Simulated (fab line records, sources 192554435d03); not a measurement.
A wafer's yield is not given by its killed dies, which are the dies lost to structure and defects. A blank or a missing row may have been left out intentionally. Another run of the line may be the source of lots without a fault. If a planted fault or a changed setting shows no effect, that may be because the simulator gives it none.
Split-lot trial :: flow n5 finfet :: 7 lots, 39 wafers read, on a route of 1938 steps

## SPLIT DETAILS
At N5_BEOL_M9_DEP_56 (deposits SiCN from 3MS/NH3, target thk 15 nm, time 26.5 s), the setting time s was moved away from the recipe's 26.5 s on 15 of the 39 wafers read, by -53.5% to -24.6%. The other wafers ran this setting at the recipe's value.

The split's own step is where the reading is taken.

## THE READING
SiCN_of_BEOL_M9_DEP_56.thk nm (the simulator's own value, which no gauge read), in nm, at N5_BEOL_M9_DEP_56 (deposits SiCN from 3MS/NH3, target thk 15 nm, time 26.5 s). There is no usual value for it anywhere in the file. Average 15.1 nm, standard deviation 0.17 nm, over the 24 wafers here run with the recipe.

wafer: L076.1
tool, chamber at the split: pecvd-02, 1
time s as run, s: 16.25
against the recipe: -38.7%
SiCN_of_BEOL_M9_DEP_56.thk nm, nm: 9.4
against lot-mates on the recipe: -5.9

wafer: L076.6
tool, chamber at the split: pecvd-02, 1
time s as run, s: 16.25
against the recipe: -38.7%
SiCN_of_BEOL_M9_DEP_56.thk nm, nm: 9.4
against lot-mates on the recipe: -5.9

wafer: L076.2
tool, chamber at the split: pecvd-02, 2,0
time s as run, s: 26.5
against the recipe: recipe
SiCN_of_BEOL_M9_DEP_56.thk nm, nm: 15.2
against lot-mates on the recipe: -

wafer: L076.3
tool, chamber at the split: pecvd-02, 2,0
time s as run, s: 26.5
against the recipe: recipe
SiCN_of_BEOL_M9_DEP_56.thk nm, nm: 15.2
against lot-mates on the recipe: -

wafer: L076.4
tool, chamber at the split: pecvd-02, 0
time s as run, s: 16.25
against the recipe: -38.7%
SiCN_of_BEOL_M9_DEP_56.thk nm, nm: 9.8
against lot-mates on the recipe: -5.5

wafer: L076.5
tool, chamber at the split: pecvd-02, 2
time s as run, s: 26.5
against the recipe: recipe
SiCN_of_BEOL_M9_DEP_56.thk nm, nm: 15.4
against lot-mates on the recipe: -

wafer: L077.1
tool, chamber at the split: pecvd-02, 0,1
time s as run, s: 26.5
against the recipe: recipe
SiCN_of_BEOL_M9_DEP_56.thk nm, nm: 15.2
against lot-mates on the recipe: -

wafer: L077.5
tool, chamber at the split: pecvd-02, 0,1
time s as run, s: 26.5
against the recipe: recipe
SiCN_of_BEOL_M9_DEP_56.thk nm, nm: 15.2
against lot-mates on the recipe: -

wafer: L077.2
tool, chamber at the split: pecvd-02, 2
time s as run, s: 26.5
against the recipe: recipe
SiCN_of_BEOL_M9_DEP_56.thk nm, nm: 15
against lot-mates on the recipe: -

wafer: L083.1
tool, chamber at the split: pecvd-04, 1
time s as run, s: 19.99
against the recipe: -24.6%
SiCN_of_BEOL_M9_DEP_56.thk nm, nm: 11.4
against lot-mates on the recipe: -3.7

wafer: L083.2
tool, chamber at the split: pecvd-04, 2
time s as run, s: 26.5
against the recipe: recipe
SiCN_of_BEOL_M9_DEP_56.thk nm, nm: 14.8
against lot-mates on the recipe: -

wafer: L083.3
tool, chamber at the split: pecvd-04, 0
time s as run, s: 19.99
against the recipe: -24.6%
SiCN_of_BEOL_M9_DEP_56.thk nm, nm: 11
against lot-mates on the recipe: -4.1

wafer: L083.6
tool, chamber at the split: pecvd-04, 0
time s as run, s: 19.99
against the recipe: -24.6%
SiCN_of_BEOL_M9_DEP_56.thk nm, nm: 11
against lot-mates on the recipe: -4.1

wafer: L083.4
tool, chamber at the split: pecvd-04, 1,2
time s as run, s: 26.5
against the recipe: recipe
SiCN_of_BEOL_M9_DEP_56.thk nm, nm: 15.2
against lot-mates on the recipe: -

wafer: L083.5
tool, chamber at the split: pecvd-04, 1,2
time s as run, s: 26.5
against the recipe: recipe
SiCN_of_BEOL_M9_DEP_56.thk nm, nm: 15.2
against lot-mates on the recipe: -

wafer: L085.1
tool, chamber at the split: pecvd-02, 0,1
time s as run, s: 26.5
against the recipe: recipe
SiCN_of_BEOL_M9_DEP_56.thk nm, nm: 15.4
against lot-mates on the recipe: -

wafer: L085.4
tool, chamber at the split: pecvd-02, 0,1
time s as run, s: 26.5
against the recipe: recipe
SiCN_of_BEOL_M9_DEP_56.thk nm, nm: 15.4
against lot-mates on the recipe: -

wafer: L085.2
tool, chamber at the split: pecvd-02, 2
time s as run, s: 26.5
against the recipe: recipe
SiCN_of_BEOL_M9_DEP_56.thk nm, nm: 14.8
against lot-mates on the recipe: -

wafer: L085.3
tool, chamber at the split: pecvd-02, 1
time s as run, s: 26.5
against the recipe: recipe
SiCN_of_BEOL_M9_DEP_56.thk nm, nm: 15
against lot-mates on the recipe: -

wafer: L085.5
tool, chamber at the split: pecvd-02, 0,2
time s as run, s: 26.5
against the recipe: recipe
SiCN_of_BEOL_M9_DEP_56.thk nm, nm: 15.2
against lot-mates on the recipe: -

wafer: L085.6
tool, chamber at the split: pecvd-02, 0,2
time s as run, s: 26.5
against the recipe: recipe
SiCN_of_BEOL_M9_DEP_56.thk nm, nm: 15.2
against lot-mates on the recipe: -

wafer: L087.1
tool, chamber at the split: pecvd-02, 1
time s as run, s: 26.5
against the recipe: recipe
SiCN_of_BEOL_M9_DEP_56.thk nm, nm: 14.8
against lot-mates on the recipe: -

wafer: L087.2
tool, chamber at the split: pecvd-02, 2
time s as run, s: 14.16
against the recipe: -46.6%
SiCN_of_BEOL_M9_DEP_56.thk nm, nm: 7.8
against lot-mates on the recipe: -7.2

wafer: L087.3
tool, chamber at the split: pecvd-02, 2
time s as run, s: 14.16
against the recipe: -46.6%
SiCN_of_BEOL_M9_DEP_56.thk nm, nm: 8.2
against lot-mates on the recipe: -6.8

wafer: L087.4
tool, chamber at the split: pecvd-02, 1
time s as run, s: 26.5
against the recipe: recipe
SiCN_of_BEOL_M9_DEP_56.thk nm, nm: 15.2
against lot-mates on the recipe: -

wafer: L087.5
tool, chamber at the split: pecvd-02, 2
time s as run, s: 26.5
against the recipe: recipe
SiCN_of_BEOL_M9_DEP_56.thk nm, nm: 15
against lot-mates on the recipe: -

wafer: L087.6
tool, chamber at the split: pecvd-02, 1
time s as run, s: 14.16
against the recipe: -46.6%
SiCN_of_BEOL_M9_DEP_56.thk nm, nm: 8.4
against lot-mates on the recipe: -6.6

wafer: L088.1
tool, chamber at the split: pecvd-04, 1,0
time s as run, s: 26.5
against the recipe: recipe
SiCN_of_BEOL_M9_DEP_56.thk nm, nm: 15.2
against lot-mates on the recipe: -

wafer: L088.4
tool, chamber at the split: pecvd-04, 1,0
time s as run, s: 26.5
against the recipe: recipe
SiCN_of_BEOL_M9_DEP_56.thk nm, nm: 15.2
against lot-mates on the recipe: -

wafer: L088.2
tool, chamber at the split: pecvd-04, 2
time s as run, s: 12.31
against the recipe: -53.5%
SiCN_of_BEOL_M9_DEP_56.thk nm, nm: 7.2
against lot-mates on the recipe: -7.9

wafer: L088.3
tool, chamber at the split: pecvd-04, 0
time s as run, s: 12.31
against the recipe: -53.5%
SiCN_of_BEOL_M9_DEP_56.thk nm, nm: 6.8
against lot-mates on the recipe: -8.3

wafer: L088.5
tool, chamber at the split: pecvd-04, 1
time s as run, s: 12.31
against the recipe: -53.5%
SiCN_of_BEOL_M9_DEP_56.thk nm, nm: 7.4
against lot-mates on the recipe: -7.7

wafer: L088.6
tool, chamber at the split: pecvd-04, 2
time s as run, s: 26.5
against the recipe: recipe
SiCN_of_BEOL_M9_DEP_56.thk nm, nm: 15
against lot-mates on the recipe: -

wafer: L096.1
tool, chamber at the split: pecvd-04, 0
time s as run, s: 18.82
against the recipe: -29.0%
SiCN_of_BEOL_M9_DEP_56.thk nm, nm: 10.6
against lot-mates on the recipe: -4.5

wafer: L096.2
tool, chamber at the split: pecvd-04, 1,2
time s as run, s: 26.5
against the recipe: recipe
SiCN_of_BEOL_M9_DEP_56.thk nm, nm: 15
against lot-mates on the recipe: -

wafer: L096.3
tool, chamber at the split: pecvd-04, 1,2
time s as run, s: 26.5
against the recipe: recipe
SiCN_of_BEOL_M9_DEP_56.thk nm, nm: 15
against lot-mates on the recipe: -

wafer: L096.4
tool, chamber at the split: pecvd-04, 2
time s as run, s: 18.82
against the recipe: -29.0%
SiCN_of_BEOL_M9_DEP_56.thk nm, nm: 11
against lot-mates on the recipe: -4.1

wafer: L096.5
tool, chamber at the split: pecvd-04, 0
time s as run, s: 18.82
against the recipe: -29.0%
SiCN_of_BEOL_M9_DEP_56.thk nm, nm: 10.8
against lot-mates on the recipe: -4.3

wafer: L096.6
tool, chamber at the split: pecvd-04, 1
time s as run, s: 26.5
against the recipe: recipe
SiCN_of_BEOL_M9_DEP_56.thk nm, nm: 15.2
against lot-mates on the recipe: -
Rows listing several chambers each stand for several wafers; the file does not say which wafer went through which chamber.

FIT RESULTS
A straight line over all 39 wafers: SiCN_of_BEOL_M9_DEP_56.thk nm changes by +0.149 nm for each +1% of time s; r = +1.00; the points scatter about the line by 0.22 nm.
The same after taking each lot's own level away (the mean of its wafers on the recipe; 39 wafers): +0.149 nm for each +1%; r = +1.00; scatter 0.2 nm.
According to that fit, moving time s by its largest amount changes the reading by 8 nm.
The lots' own levels span 15.00 to 15.27 nm, that is 1.6 times the standard deviation above.
Hence the lot-to-lot level has little effect on the slope; both slopes agree.
Check: with one of the wafers moved furthest among these (-53.5%) left out of the fit, the line predicts -8 nm for it against its lot-mates. Against them it came out at -7.93 nm.

## OTHER SPLITS ON THESE WAFERS
Other splits were also applied to these wafers ahead of the reading. Each is held against what the fit with the lots' levels taken away leaves over:
other split on the same wafers: N5_BEOL_M1_TRENCH_ETCH_37 time s
wafers away from the commonest value: 15
r with SiCN_of_BEOL_M9_DEP_56.thk nm (lot level and that fit taken away): +0.05

other split on the same wafers: N5_BEOL_M5_ALD_86 ald cycles
wafers away from the commonest value: 12
r with SiCN_of_BEOL_M9_DEP_56.thk nm (lot level and that fit taken away): +0.04

other split on the same wafers: N5_BEOL_M7_DESCUM_33 time s
wafers away from the commonest value: 15
r with SiCN_of_BEOL_M9_DEP_56.thk nm (lot level and that fit taken away): +0.40

## FILE'S OWN FIT
SiCN_of_BEOL_M9_DEP_56.thk nm changes by +0.149 nm for each +1% of time s, r = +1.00.
